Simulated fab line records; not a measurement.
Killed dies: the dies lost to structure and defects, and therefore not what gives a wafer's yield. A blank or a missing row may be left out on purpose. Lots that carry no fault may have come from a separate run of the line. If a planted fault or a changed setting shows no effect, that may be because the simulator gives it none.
Chamber matching + flow n5-finfet + pecvd-03 running N5_PASSIVATION_PECVD_00: 3 sister chambers
The step deposits SiO2 from SiH4/N2O, target thk 200 nm, time 11.2 s. 6 wafers are shown with their chamber, then 8 later ones without.

== EACH WAFER AND ITS CHAMBER ==
| wafer  | chamber | throttle-valve-pct (%) | showerhead-plenum-p-Torr (Torr) |
|--------|---------|------------------------|---------------------------------|
| L078.1 | 2       | 49.5                   | 8.22                            |
| L078.6 | 0       | 51.0                   | 8.19                            |
| L083.5 | 2       | 49.7                   | 8.23                            |
| L089.2 | 0       | 51.5                   | 8.21                            |
| L089.4 | 1       | 59.7                   | 8.16                            |
| L093.2 | 1       | 59.7                   | 8.16                            |

== WAFERS WHOSE CHAMBER IS MISSING ==
| wafer  | throttle-valve-pct (%) | showerhead-plenum-p-Torr (Torr) |
|--------|------------------------|---------------------------------|
| L093.3 | 50.1                   | 8.22                            |
| L093.4 | 59.7                   | 8.16                            |
| L092.2 | 50.2                   | 8.23                            |
| L092.4 | 51.7                   | 8.20                            |
| L092.6 | 59.5                   | 8.17                            |
| L095.1 | 50.2                   | 8.23                            |
| L095.4 | 50.1                   | 8.25                            |
| L095.5 | 59.6                   | 8.17                            |

== WHICH CHAMBER EACH ONE RAN IN ==
| wafer  | from the rows above | in truth |
|--------|---------------------|----------|
| L093.3 | 2                   | 2        |
| L093.4 | 1                   | 1        |
| L092.2 | 2                   | 2        |
| L092.4 | 0                   | 0        |
| L092.6 | 1                   | 1        |
| L095.1 | 2                   | 2        |
| L095.4 | 2                   | 2        |
| L095.5 | 1                   | 1        |
8 of 8 placed correctly. Not placeable from these rows: 0. Wrongly placed: 0.
How it was worked out, from the rows above alone: a wafer's distance from a chamber is the root of the sum, over the readings, of the square of ((its reading less the chamber's mean) divided by the reading's scatter). If the next closest chamber is less than 2 further off than the closest, the wafer can't be placed; otherwise it belongs to the closest. A chamber's mean is the mean of its shown wafers. The scatter: the root of (the sum of the squares of (reading less its chamber's mean) over the shown wafers, divided by (wafers less chambers)).
